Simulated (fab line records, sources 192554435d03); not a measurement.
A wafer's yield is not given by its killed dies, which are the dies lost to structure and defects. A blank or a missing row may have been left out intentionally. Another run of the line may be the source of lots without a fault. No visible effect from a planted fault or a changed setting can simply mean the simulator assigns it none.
Struck lot and sound lot, side by side / flow n5Finfet / 23 steps out of a route of 1938
Sound: these wafers, L957.1, L957.5, L957.6. Wafers L945.1, L945.2, L945.5 were the ones struck. The cause is named last.
Per side, at each step with rows, come the tool, then ch with its chambers, and then its first start. Under that, the readings that differ: sound wafers / struck wafers / difference of the means / sigmas: that difference in standard deviations of wafers without a fault.
alike: same words and numbers on both sides, and readings whose means sit less than 2 such deviations apart. not compared: any withheld reading, any reading some wafer has no value for, any bound like >300 that may hide the same value, and any number with overlapping values for which the record gives no deviation.
A row with sigmas, a row that says differs or no value, or rows on one side alone: a step with any of these is where the two part. Numbers that don't overlap but have no deviation are shown without sigmas and don't part them. Lack of a reading on every wafer of one side parts them only where that side has two or more wafers.

first, 11 steps without rows for these wafers: N5_FIN_SAQP_MANDREL_ETCH_58 (etches a-Si in HBr/Cl2, stops on SiNx, target depth 45 nm, bt time 10 s, time 27 s); N5_FIN_SAQP_RECESS_63 (chemistry HF/NH3, target SiO2, target depth 18 nm, afs cycles 3, sublimation time 60 s); N5_FIN_SAQP_COAT_68 (time 60 s, resist thk 100 nm); N5_FIN_SAQP_ETCH_69 (etches SOC in N2/H2, stops on SiNx, target depth 150 nm); N5_FIN_SAQP_ETCH_67 (etches SiNx in CH3F/O2, target depth 30 nm); N5_FIN_SAQP_STRIP_70 (strips in N2/H2); N5_FIN_SAQP_RECESS_71 (chemistry HF/NH3, target SiO2, target depth 3 nm, afs cycles 1, sublimation time 60 s); N5_FIN_SAQP_SPACER2_ALD_28 (deposits SiO2, target thk 8.1 nm, pulse time 1 s, purge time 2 s); N5_FIN_SAQP_SPACER2_ETCHBACK_29 (etches SiO2 in CHF3/O2, target depth 12.2 nm, time 6.1 s); N5_FIN_SAQP_MANDREL2_REMOVE_60 (chemistry HBr/Cl2/O2, target a-Si, stops on SiNx, bt time 10 s); N5_FIN_SAQP_HM_OPEN_33 (chemistry CH3F/O2, target SiNx, target depth 49.4 nm, time 70.6 s).
N5_FIN_SAQP_ETCH_34: etches SiO2 in C4F6/O2, target depth 45 nm, time 15 s.
  sound on rieDiel-01 ch 1,2,3, day 7 01:53; struck on rieDiel-02 ch 2,3, day 4 01:35
  no value came back on the struck wafers for any of 10 readings (C4F6_flow_sccm (sccm), O2_flow_sccm (sccm) and others); on the sound wafers C4F6_flow_sccm (sccm) reads 10.01 10.04 9.96
reading=model.SiNx_of_FIN_SAQP_HM_DEP_03.thkNm (nm); sound=34.6 36 34.4; struck=38 36.6 37.4; difference=+2; sigmas=
  not compared: rfHoursCounterH
then, 1 step without rows for these wafers: N5_FIN_SAQP_STRIP_77 (strips in N2/H2, time 90 s).
N5_FIN_SAQP_HM_CD_35: the cd target is 8 nm.
  sound on cdSem-03, day 7 02:03; struck on cdSem-01, day 4 01:44
reading=cdNm (nm); sound=8.61 8.00 8.19; struck=- - -; difference=no value on the struck wafers; sigmas=
then, 2 steps without rows for these wafers: N5_FIN_SAQP_ETCH_64 (etches SiO2 in CF4, target depth 1.5 nm); N5_FIN_SAQP_FIN_ETCH_36 (etches the open film in HBr/Cl2/O2, target depth 120 nm, time 50.4 s).
N5_FIN_SAQP_CD_MEAS_37: the cd target is 8 nm.
  sound on cdSem-02, day 7 02:14; struck on cdSem-03, day 4 01:55
reading=cdNm (nm); sound=7.97 7.67 8.49; struck=- - -; difference=no value on the struck wafers; sigmas=
then, 1 step without rows for these wafers: N5_FIN_SAQP_PRECLEAN_38 (cleans in O3/DIW, time 45 s).
N5_FIN_SAQP_PRECLEAN_45: cleans in dHF, time 10 s.
  sound on wetBench-03 ch 0,1,2, day 7 02:17; struck on wetBench-03 ch 0,4,6, day 4 01:59
reading=model.SiNx_of_FIN_SAQP_HM_DEP_03.thkNm (nm); sound=20.6 22.8 20.6; struck=24.4 23 24; difference=+2.5; sigmas=
then, 1 step without rows for these wafers: N5_FIN_SAQP_SRD_39 (time 30 s).
N5_FIN_SAQP_OCD_MEAS_76:
  sound on ocd-02, day 7 02:20; struck on ocd-02, day 4 02:01
reading=trenchDepthNm (nm); sound=123.8 119.5 120.5; struck=0 0.4 0; difference=-121; sigmas=-81
N5_BEOL_M4_RC_MEAS_101:
  the record has rows for the sound wafers here (prober-02 ch 0, day 13 16:31) and none for the struck ones
-- a jump in the record: the struck wafers' starts before and after are 11 days apart (it breaks off in module BEOL_M4 and resumes in module PASSIVATION, where the first step shown is number 1936 of the route) --
N5_PASSIVATION_PROBE_49:
  sound on prober-01, day 17 23:18; struck on prober-01, day 14 14:05
reading=defectLimitedYield (%); sound=93.1 92.1 91.9; struck=0 0 0; difference=-92; sigmas=-71
reading=killedAtFrontEnd; sound=33 42 47; struck=1119 1111 1128; difference=+1079; sigmas=+90
reading=killedDies; sound=82 93 96; struck=1180 1180 1180; difference=+1090; sigmas=+68
reading=killedOnRim; sound=16 10 8; struck=152 152 152; difference=+141; sigmas=+33
reading=sort_bin_5_function (%); sound=4.3 4.9 4.7; struck=96.9 96.1 96.7; difference=+91.9; sigmas=+99 or more
reading=sortNPass; sound=1098 1087 1084; struck=0 0 0; difference=-1090; sigmas=-68
reading=sortYieldPct (%); sound=93.1 92.1 91.9; struck=0 0 0; difference=-92; sigmas=-71
  alike: killed_at_M0_to_M3, killed_at_M4_up, killedAtContacts, killedAtOther, killedOpen, killedShort, sort_bin_4_leakage, sort_bin_6_memory

WHERE THEY PART
At N5_FIN_SAQP_ETCH_34 first; at N5_PASSIVATION_PROBE_49 last (within this record only).

WHY: the cause the simulator had injected
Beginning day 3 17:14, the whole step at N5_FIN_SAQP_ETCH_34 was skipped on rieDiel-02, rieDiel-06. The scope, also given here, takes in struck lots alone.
